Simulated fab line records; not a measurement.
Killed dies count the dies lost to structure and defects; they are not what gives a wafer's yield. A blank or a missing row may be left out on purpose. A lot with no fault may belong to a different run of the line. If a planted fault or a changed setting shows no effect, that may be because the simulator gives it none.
Matching of chambers || flow nand harc || 4 sister chambers for NHARC_A_BONDPAD_ETCH_12 on rie diel-03
The step etches the open film in CHF3/O2, target depth 220 nm, time 110 s. 21 wafers are shown with their chamber, then 10 later ones without.

WAFERS, EACH WITH ITS CHAMBER
{"wafer": "L397.1", "chamber": 1, "showerhead plenum p Torr (Torr)": 2.54, "drypump motor current A (A)": 5.71, "rf vpp V (V)": 375.2}
{"wafer": "L397.3", "chamber": 2, "showerhead plenum p Torr (Torr)": 2.26, "drypump motor current A (A)": 5.78, "rf vpp V (V)": 367.7}
{"wafer": "L397.6", "chamber": 1, "showerhead plenum p Torr (Torr)": 2.54, "drypump motor current A (A)": 5.71, "rf vpp V (V)": 375.1}
{"wafer": "L395.1", "chamber": 2, "showerhead plenum p Torr (Torr)": 2.26, "drypump motor current A (A)": 5.75, "rf vpp V (V)": 368.1}
{"wafer": "L395.3", "chamber": 1, "showerhead plenum p Torr (Torr)": 2.54, "drypump motor current A (A)": 5.77, "rf vpp V (V)": 373.6}
{"wafer": "L395.6", "chamber": 1, "showerhead plenum p Torr (Torr)": 2.54, "drypump motor current A (A)": 5.69, "rf vpp V (V)": 373.8}
{"wafer": "L396.3", "chamber": 0, "showerhead plenum p Torr (Torr)": 2.39, "drypump motor current A (A)": 6.31, "rf vpp V (V)": 369.8}
{"wafer": "L396.4", "chamber": 3, "showerhead plenum p Torr (Torr)": 2.43, "drypump motor current A (A)": 5.53, "rf vpp V (V)": 371.1}
{"wafer": "L396.5", "chamber": 2, "showerhead plenum p Torr (Torr)": 2.26, "drypump motor current A (A)": 5.77, "rf vpp V (V)": 367.1}
{"wafer": "L399.1", "chamber": 1, "showerhead plenum p Torr (Torr)": 2.54, "drypump motor current A (A)": 5.69, "rf vpp V (V)": 373.2}
{"wafer": "L399.3", "chamber": 2, "showerhead plenum p Torr (Torr)": 2.26, "drypump motor current A (A)": 5.76, "rf vpp V (V)": 367.2}
{"wafer": "L399.5", "chamber": 2, "showerhead plenum p Torr (Torr)": 2.26, "drypump motor current A (A)": 5.74, "rf vpp V (V)": 367.7}
{"wafer": "L398.3", "chamber": 0, "showerhead plenum p Torr (Torr)": 2.39, "drypump motor current A (A)": 6.30, "rf vpp V (V)": 371.6}
{"wafer": "L398.5", "chamber": 1, "showerhead plenum p Torr (Torr)": 2.54, "drypump motor current A (A)": 5.76, "rf vpp V (V)": 374.8}
{"wafer": "L398.6", "chamber": 2, "showerhead plenum p Torr (Torr)": 2.26, "drypump motor current A (A)": 5.76, "rf vpp V (V)": 366.8}
{"wafer": "L400.2", "chamber": 2, "showerhead plenum p Torr (Torr)": 2.26, "drypump motor current A (A)": 5.75, "rf vpp V (V)": 367.4}
{"wafer": "L400.3", "chamber": 3, "showerhead plenum p Torr (Torr)": 2.43, "drypump motor current A (A)": 5.57, "rf vpp V (V)": 370.6}
{"wafer": "L400.4", "chamber": 1, "showerhead plenum p Torr (Torr)": 2.54, "drypump motor current A (A)": 5.74, "rf vpp V (V)": 372.5}
{"wafer": "L401.1", "chamber": 1, "showerhead plenum p Torr (Torr)": 2.53, "drypump motor current A (A)": 5.71, "rf vpp V (V)": 372.8}
{"wafer": "L401.4", "chamber": 0, "showerhead plenum p Torr (Torr)": 2.39, "drypump motor current A (A)": 6.29, "rf vpp V (V)": 371.5}
{"wafer": "L401.5", "chamber": 1, "showerhead plenum p Torr (Torr)": 2.53, "drypump motor current A (A)": 5.71, "rf vpp V (V)": 373.1}

SIGNATURES, as means of the wafers listed above
{"reading": "showerhead plenum p Torr", "chamber 0": 2.3900, "chamber 1": 2.5378, "chamber 2": 2.2600, "chamber 3": 2.4300, "scatter within a chamber": 0.00302}
{"reading": "drypump motor current A", "chamber 0": 6.3000, "chamber 1": 5.7211, "chamber 2": 5.7586, "chamber 3": 5.5500, "scatter within a chamber": 0.0227}
{"reading": "rf vpp V", "chamber 0": 370.967, "chamber 1": 373.789, "chamber 2": 367.429, "chamber 3": 370.850, "scatter within a chamber": 0.824}
Rule: a wafer lies at a distance from a chamber equal to the root of the sum of squares, over the readings, of (its reading less the chamber's mean, divided by the reading's scatter). If the next closest chamber is less than 2 further off than the closest, the wafer can't be placed; otherwise it belongs to the closest. The scatter is the square root of a quotient: the sum, over the shown wafers, of each reading's squared deviation from its chamber's mean, divided by wafers minus chambers.

WAFERS WITHOUT THEIR CHAMBER
{"wafer": "L403.3", "showerhead plenum p Torr (Torr)": 2.39, "drypump motor current A (A)": 6.29, "rf vpp V (V)": 371.3}
{"wafer": "L403.5", "showerhead plenum p Torr (Torr)": 2.39, "drypump motor current A (A)": 6.33, "rf vpp V (V)": 370.8}
{"wafer": "L403.6", "showerhead plenum p Torr (Torr)": 2.53, "drypump motor current A (A)": 5.72, "rf vpp V (V)": 371.5}
{"wafer": "L406.3", "showerhead plenum p Torr (Torr)": 2.39, "drypump motor current A (A)": 6.30, "rf vpp V (V)": 370.1}
{"wafer": "L406.4", "showerhead plenum p Torr (Torr)": 2.43, "drypump motor current A (A)": 5.57, "rf vpp V (V)": 370.1}
{"wafer": "L406.6", "showerhead plenum p Torr (Torr)": 2.39, "drypump motor current A (A)": 6.28, "rf vpp V (V)": 370.6}
{"wafer": "L410.2", "showerhead plenum p Torr (Torr)": 2.26, "drypump motor current A (A)": 5.76, "rf vpp V (V)": 367.7}
{"wafer": "L418.1", "showerhead plenum p Torr (Torr)": 2.26, "drypump motor current A (A)": 5.76, "rf vpp V (V)": 366.8}
{"wafer": "L418.2", "showerhead plenum p Torr (Torr)": 2.53, "drypump motor current A (A)": 5.71, "rf vpp V (V)": 373.2}
{"wafer": "L418.6", "showerhead plenum p Torr (Torr)": 2.53, "drypump motor current A (A)": 5.69, "rf vpp V (V)": 375.1}

WHICH CHAMBER EACH ONE RAN IN
{"wafer": "L403.3", "from the rows above": 0, "in truth": 0}
{"wafer": "L403.5", "from the rows above": 0, "in truth": 0}
{"wafer": "L403.6", "from the rows above": 1, "in truth": 1}
{"wafer": "L406.3", "from the rows above": 0, "in truth": 0}
{"wafer": "L406.4", "from the rows above": 3, "in truth": 3}
{"wafer": "L406.6", "from the rows above": 0, "in truth": 0}
{"wafer": "L410.2", "from the rows above": 2, "in truth": 2}
{"wafer": "L418.1", "from the rows above": 2, "in truth": 2}
{"wafer": "L418.2", "from the rows above": 1, "in truth": 1}
{"wafer": "L418.6", "from the rows above": 1, "in truth": 1}
Correctly placed: 10 of 10. Number that these rows cannot place: 0. Number placed wrongly: 0.
